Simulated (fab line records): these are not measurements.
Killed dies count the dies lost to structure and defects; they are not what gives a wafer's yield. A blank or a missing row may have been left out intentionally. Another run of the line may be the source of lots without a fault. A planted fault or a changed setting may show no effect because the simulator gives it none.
A struck lot beside a sound one | flow nandHarc | 15 steps out of a route of 1302
Sound: the wafers L813.3, L813.5, L813.6. Struck: wafer L829.2 (left out: L829.5, L829.6 of the same lot, which were not struck); the cause appears at the end.
Per side, at each step with rows, come the tool, then ch with its chambers, and then its first start. Under that, the readings that differ: sound wafers | struck wafers | difference of the means | sigmas: that difference in standard deviations of wafers without a fault.
alike: a reading whose means differ by less than 2 such deviations, as well as words and numbers matching on both sides. not compared: withheld readings; readings where some wafer has no value; bounds like >300 that might hide an equal value; numbers whose values overlap and for which the record gives no deviation.
A row with sigmas, a row that says differs or no value, or rows on one side alone: a step with any of these is where the two part. When numbers do not overlap yet have no deviation, they are printed without sigmas and do not part them. A reading that every wafer of one side lacks parts them only if that side has two wafers or more.

first, 4 steps without rows for these wafers: NHARC_A_BONDPAD_EBR_05; NHARC_A_BONDPAD_EXPOSE_06 (exposes mask A BPAD); NHARC_A_BONDPAD_PEB_07 (peb time 80 s); NHARC_A_BONDPAD_DEVELOP_08 (time 50 s).
NHARC_A_BONDPAD_CD_MEAS_09 targets a cd of 500 nm.
  sound on cdSem-01 ch 0, day 23 06:22; struck on cdSem-02 ch 0, day 29 17:13
  alike: cdNm
NHARC_A_BONDPAD_OVL_MEAS_35:
  sound: overlay-01 at day 23 06:27; struck: overlay-02 at day 29 17:18
  alike: overlayXNm, overlayYNm
then, 1 step without rows for these wafers: NHARC_A_BONDPAD_HARDBAKE_10 (time 65 s).
NHARC_A_BONDPAD_DESCUM_11: chemistry O2, time 3 s.
  sound on rieDiel-12 ch 1,2,3, day 23 06:35; struck on rieDiel-12 ch 3, day 29 17:26
  alike: drypumpMotorCurrentA, oesProductAu, rfVppV, showerheadPlenumPTorr, throttleValvePct
  not compared: rfHoursCounterH
NHARC_A_BONDPAD_ETCH_34: etches the open film in N2/H2, target depth 60 nm, overetch 18 nm, time 65.91 s.
  sound on rieDiel-12 ch 0,1, day 23 06:40; struck on rieDiel-12 ch 1, day 29 17:33
  alike: drypumpMotorCurrentA, oesProductAu, rfVppV, showerheadPlenumPTorr, throttleValvePct
  not compared: rfHoursCounterH
NHARC_A_BONDPAD_ETCH_12: etches the open film in CHF3/O2, target depth 220 nm, time 110 s.
  sound on rieDiel-12 ch 2,3; struck on rieDiel-12 ch 3
  alike: drypumpMotorCurrentA, oesProductAu, rfVppV, showerheadPlenumPTorr, throttleValvePct
  not compared: rfHoursCounterH
NHARC_A_BONDPAD_CD_MEAS_13:
  sound: cdSem-03 at day 23 06:53; struck: cdSem-02 at day 29 17:47
  alike: cdNm
NHARC_A_BONDPAD_STRIP_15: strips in O2.
  sound on rieDiel-06 ch 0,3, day 23 06:58; struck on rieDiel-12 ch 2, day 29 17:53
reading             | sound             | struck | difference | sigmas
oesProductAu (a.u.) | 1.001 1.010 1.001 | 0.974  | -0.030     | -3
rfVppV (V)          | 58.6 57.0 57.1    | 59.3   | +1.7       | +2
  alike: drypumpMotorCurrentA, showerheadPlenumPTorr, throttleValvePct
  not compared: rfHoursCounterH
NHARC_A_BONDPAD_ETCH_24: etches the open film in CF4/N2, target depth 30 nm, time 72.99 s.
  sound on rieDiel-06 ch 0,1,3, day 23 07:08; struck on rieDiel-12 ch 1, day 29 18:01
reading              | sound                | struck  | difference | sigmas
overEtchFrac         | 0.3 0.3 0.3          | 0.25771 | -0.04229   | 
throttleValvePct (%) | 19.789 19.775 19.801 | 19.810  | +0.022     | +2
  alike: drypumpMotorCurrentA, oesProductAu, rfVppV, showerheadPlenumPTorr
  not compared: rfHoursCounterH
then, 1 step without rows for these wafers: NHARC_A_BONDPAD_STRIP_16 (strips in post etch residue remover, time 600 s).
NHARC_END_SORT_01:
  sound on prober-02 ch 0, day 24 14:14; struck on prober-02 ch 0, day 31 02:17
reading       | sound | struck | difference | sigmas
killedAtOther | 0 0 0 | 3      | +3         | +2
  alike: defectLimitedYield, killedAtArray, killedAtPeriphery, killedDies, killedOpen, killedShort

## WHERE THEY PART
Earliest at NHARC_A_BONDPAD_STRIP_15; latest, in this record, at NHARC_END_SORT_01.

WHY: whatever the simulator had introduced
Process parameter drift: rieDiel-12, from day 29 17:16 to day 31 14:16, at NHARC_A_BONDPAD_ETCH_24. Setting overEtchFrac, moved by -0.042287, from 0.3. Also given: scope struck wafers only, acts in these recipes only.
